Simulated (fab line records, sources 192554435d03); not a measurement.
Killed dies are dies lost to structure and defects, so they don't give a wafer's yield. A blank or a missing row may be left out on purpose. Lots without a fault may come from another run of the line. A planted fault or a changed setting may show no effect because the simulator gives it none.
Split-lot experiment | flow n5_finfet | 7 lots, 21 wafers read, on a route of 1938 steps

THE SPLIT
At N5_BEOL_M7_ETCH_41 (etches SiCN in CH3F/O2, target depth 31.9 nm, time 57.8 s), the setting source_w was moved away from the recipe's 395 W on 7 of the 21 wafers read, by -16.4% to +13.1%. The other wafers ran this setting at the recipe's value.

The reading is taken at the split's own step.

THE READING
rf_vpp_V, in V, at N5_BEOL_M7_ETCH_41 (etches SiCN in CH3F/O2, target depth 31.9 nm, time 57.8 s). Fault-free wafers of this fab line usually give 297.3 V, standard deviation 1.5 V.

wafer  | tool, chamber at the split | source_w as run, W | against the recipe | rf_vpp_V, V | against lot-mates on the recipe
L074.3 | rie_diel-06, 2             | 395                | recipe             | 295.9       | -
L074.4 | rie_diel-06, 0             | 395                | recipe             | 298.6       | -
L074.6 | rie_diel-06, 0             | 395                | recipe             | 297.6       | -
L075.1 | rie_diel-03, 2             | 395                | recipe             | 302.3       | -
L075.2 | rie_diel-03, 3             | 395                | recipe             | 295.7       | -
L075.3 | rie_diel-03, 1             | 330.2              | -16.4%             | 314.2       | +15.2
L077.2 | rie_diel-03, 0             | 395                | recipe             | 297.2       | -
L077.3 | rie_diel-03, 3             | 446.7              | +13.1%             | 285.9       | -11.3
L077.5 | rie_diel-03, 2             | 446.7              | +13.1%             | 286.2       | -11.0
L078.2 | rie_diel-06, 0             | 395                | recipe             | 297.1       | -
L078.5 | rie_diel-06, 3             | 395                | recipe             | 298.2       | -
L078.6 | rie_diel-06, 2             | 395                | recipe             | 297.0       | -
L087.1 | rie_diel-03, 1             | 395                | recipe             | 295.2       | -
L087.3 | rie_diel-03, 0             | 395                | recipe             | 296.8       | -
L087.4 | rie_diel-03, 2             | 395                | recipe             | 301.0       | -
L092.3 | rie_diel-06, 1             | 370.1              | -6.3%              | 306.0       | no lot-mate on the recipe
L092.4 | rie_diel-06, 0             | 370.1              | -6.3%              | 304.4       | no lot-mate on the recipe
L092.6 | rie_diel-06, 1             | 370.1              | -6.3%              | 305.8       | no lot-mate on the recipe
L097.1 | rie_diel-05, 0             | 395                | recipe             | 295.5       | -
L097.4 | rie_diel-05, 2             | 368.8              | -6.6%              | 304.1       | +8.8
L097.5 | rie_diel-05, 0             | 395                | recipe             | 295.1       | -

THE FIT
A straight line over all 21 wafers: rf_vpp_V changes by -0.983 V for each +1% of source_w; r = -0.95; the points scatter about the line by 1.9 V.
The same after taking each lot's own level away (the mean of its wafers on the recipe; 18 wafers): -0.916 V for each +1%; r = -0.96; scatter 1.8 V.
On that fit, the largest move of source_w shifts the reading by 15 V.
The lots' own levels span 295.30 to 299.00 V, that is 2.5 times the standard deviation above.
So the lot-to-lot level changes the slope little: the two slopes agree.
Check: with one of the wafers moved furthest among these (-16.4%) left out of the fit, the line predicts +15.3 V for it against its lot-mates. It came out at +15.2 V against them.
Tool readings at the split's step, against how far the setting was moved: rf_vpp_V r = -0.95.

OTHER SPLITS ON THESE WAFERS
These wafers also went through other splits before the reading. Each is held against what the fit with the lots' levels taken away leaves over:
other split on the same wafers   | wafers away from the commonest value | r with rf_vpp_V (lot level and that fit taken away)
N5_BEOL_M7_TRENCH_ETCH_37 time_s | 8                                    | +0.12

THE WHOLE CHAIN: every reading that the file lists as answering this split, in the file's order
step               | what it does                                              | reading                                                        | change (the file's fit)                | r (the file's)
N5_BEOL_M7_ETCH_41 | etches SiCN in CH3F/O2, target depth 31.9 nm, time 57.8 s | rf_vpp_V                                                       | -0.936 V for each +1% of the setting   | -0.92
N5_BEOL_M7_ETCH_41 | etches SiCN in CH3F/O2, target depth 31.9 nm, time 57.8 s | etch.depth_nm (the simulator's own value, which no gauge read) | +0.0791 nm for each +1% of the setting | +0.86

THE FILE'S OWN FIT
rf_vpp_V changes by -0.936 V for each +1% of source_w, r = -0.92.
